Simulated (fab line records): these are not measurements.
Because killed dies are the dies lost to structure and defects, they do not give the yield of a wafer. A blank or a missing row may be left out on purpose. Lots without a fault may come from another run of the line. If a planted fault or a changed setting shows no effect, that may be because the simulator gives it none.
The tool behind it: which one? + flow n5Finfet + Sampling: 11 lots, 32 wafers, 3 of 1938 route steps

== WHAT THE GAUGES READ, wafer by wafer ==
N5_BEOL_M5_CD_MEAS_11 targets a cd of 27.74 nm. Usual: cdNm reads 28.0 nm (standard deviation 0.31).
| lot  | measured     | on       | cdNm (nm)      | flag |
|------|--------------|----------|----------------|------|
| L594 | day 11 23:30 | cdSem-01 | 28.4 28.2 28.2 |      |
| L593 | day 12 07:50 | cdSem-01 | 28.2 28.1 28.2 |      |
| L592 | day 12 12:08 | cdSem-01 | 28.4 28.0      |      |
| L597 | day 12 16:23 | cdSem-02 | 27.2 27.7 27.3 |      |
| L599 | day 13 01:20 | cdSem-02 | 28.1 28.1 27.6 |      |
| L600 | day 14 05:16 | cdSem-03 | 27.6 28.0 27.6 |      |
| L602 | day 14 08:49 | cdSem-02 | 28.0 28.2 27.2 |      |
| L606 | day 15 19:32 | cdSem-02 | 28.4 28.1 28.6 |      |
| L611 | day 16 04:53 | cdSem-02 | 27.8 27.8 27.6 |      |
| L613 | day 16 10:13 | cdSem-02 | 28.2 28.5 28.0 |      |
| L610 | day 17 06:37 | cdSem-02 | 27.9 28.1 27.8 |      |

== TOOL THAT RAN EACH LOT (tool first, then ch and the chambers of the sampled wafers, then the start) ==
| lot  | N5_BEOL_M4_DEP_57               | N5_BEOL_M5_PECVD_70             |
|------|---------------------------------|---------------------------------|
| L594 | pecvd-04 ch 0,2, day 11 19:48   | pecvd-03 ch 0,1,2, day 11 21:30 |
| L593 | pecvd-04 ch 0,1, day 12 02:13   | pecvd-01 ch 0,1,2, day 12 03:55 |
| L592 | pecvd-02 ch 0, day 12 07:35     | pecvd-01 ch 0,1, day 12 09:17   |
| L597 | pecvd-04 ch 0,2, day 12 13:25   | pecvd-03 ch 0,1, day 12 15:38   |
| L599 | pecvd-04 ch 0,1,2, day 12 22:26 | pecvd-03 ch 1,2, day 13 00:07   |
| L600 | pecvd-04 ch 0,1,2, day 14 01:20 | pecvd-03 ch 1,2, day 14 03:31   |
| L602 | pecvd-01 ch 0,1, day 14 05:17   | pecvd-04 ch 0,1,2, day 14 07:04 |
| L606 | pecvd-01 ch 0,2, day 15 08:31   | pecvd-04 ch 0,2, day 15 18:43   |
| L611 | pecvd-02 ch 0,1,2, day 15 22:33 | pecvd-01 ch 1,2, day 16 04:19   |
| L613 | pecvd-02 ch 1,2, day 16 04:19   | pecvd-01 ch 0,1,2, day 16 07:47 |
| L610 | pecvd-01 ch 0,2, day 17 04:12   | pecvd-04 ch 1,2, day 17 06:02   |
- N5_BEOL_M4_DEP_57: deposits SiCN from 3MS/NH3, target thk 8 nm, time 14 s.
- N5_BEOL_M5_PECVD_70: deposits SiO2 from TEOS/O2, target thk 16 nm, time 18 s.

== WHAT THE TOOLS THEMSELVES READ (means of the sampled wafers that have a number; where no wafer has one, the mark that the record gives instead) ==
N5_BEOL_M4_DEP_57. Usual: showerheadPlenumPTorr 3.663 Torr, standard deviation 0.0092; throttleValvePct 9.1 %, standard deviation 0.7.
| lot  | tool     | showerheadPlenumPTorr (Torr) | throttleValvePct (%) | flag |
|------|----------|------------------------------|----------------------|------|
| L594 | pecvd-04 | 3.664                        | 9.5                  |      |
| L593 | pecvd-04 | 3.668                        | 10.1                 |      |
| L592 | pecvd-02 | 3.662                        | 8.8                  |      |
| L597 | pecvd-04 | 3.669                        | 9.4                  |      |
| L599 | pecvd-04 | 3.662                        | 9.7                  |      |
| L600 | pecvd-04 | 3.668                        | 9.6                  |      |
| L602 | pecvd-01 | 3.668                        | 8.8                  |      |
| L606 | pecvd-01 | 3.663                        | 9.0                  |      |
| L611 | pecvd-02 | 3.663                        | 8.8                  |      |
| L613 | pecvd-02 | 3.655                        | 8.9                  |      |
| L610 | pecvd-01 | 3.665                        | 9.0                  |      |

N5_BEOL_M5_PECVD_70. Usual: heaterPowerW 740 W, standard deviation 57; showerheadPlenumPTorr 8.78 Torr, standard deviation 0.056; throttleValvePct 22.9 %, standard deviation 1.8.
| lot  | tool     | heaterPowerW (W) | showerheadPlenumPTorr (Torr) | throttleValvePct (%) | flag |
|------|----------|------------------|------------------------------|----------------------|------|
| L594 | pecvd-03 | 751              | 8.76                         | 22.7                 |      |
| L593 | pecvd-01 | 723              | 8.79                         | 21.9                 |      |
| L592 | pecvd-01 | 677              | 8.78                         | 22.4                 |      |
| L597 | pecvd-03 | 735              | 8.77                         | 23.2                 |      |
| L599 | pecvd-03 | 767              | 8.72                         | 21.8                 |      |
| L600 | pecvd-03 | 741              | 8.73                         | 21.8                 |      |
| L602 | pecvd-04 | 789              | 8.78                         | 23.7                 |      |
| L606 | pecvd-04 | 813              | 8.78                         | 23.4                 |      |
| L611 | pecvd-01 | 701              | 8.80                         | 21.3                 |      |
| L613 | pecvd-01 | 708              | 8.78                         | 22.2                 |      |
| L610 | pecvd-04 | 769              | 8.78                         | 22.4                 |      |

== THE ANSWER, worked out from the rows above alone ==
Rule: take the mean of a lot's wafers that have a number; if it is more than 3 standard deviations from the usual mean, the lot is off. A lot without any number at a reading at which 4 lots or more have one is off too. Any other lot the step has rows for is counted as sound. After the gauges, taken in route order, come the tools' own readings; for these a lot's mean is taken, as printed above. At the first step where some lot is off, the reading lying furthest off is the one used; lots without a number count as furthest.
No lot is off at any reading shown: from this, nothing can be told.

== WHAT WAS PUT IN BY THE SIMULATOR ==
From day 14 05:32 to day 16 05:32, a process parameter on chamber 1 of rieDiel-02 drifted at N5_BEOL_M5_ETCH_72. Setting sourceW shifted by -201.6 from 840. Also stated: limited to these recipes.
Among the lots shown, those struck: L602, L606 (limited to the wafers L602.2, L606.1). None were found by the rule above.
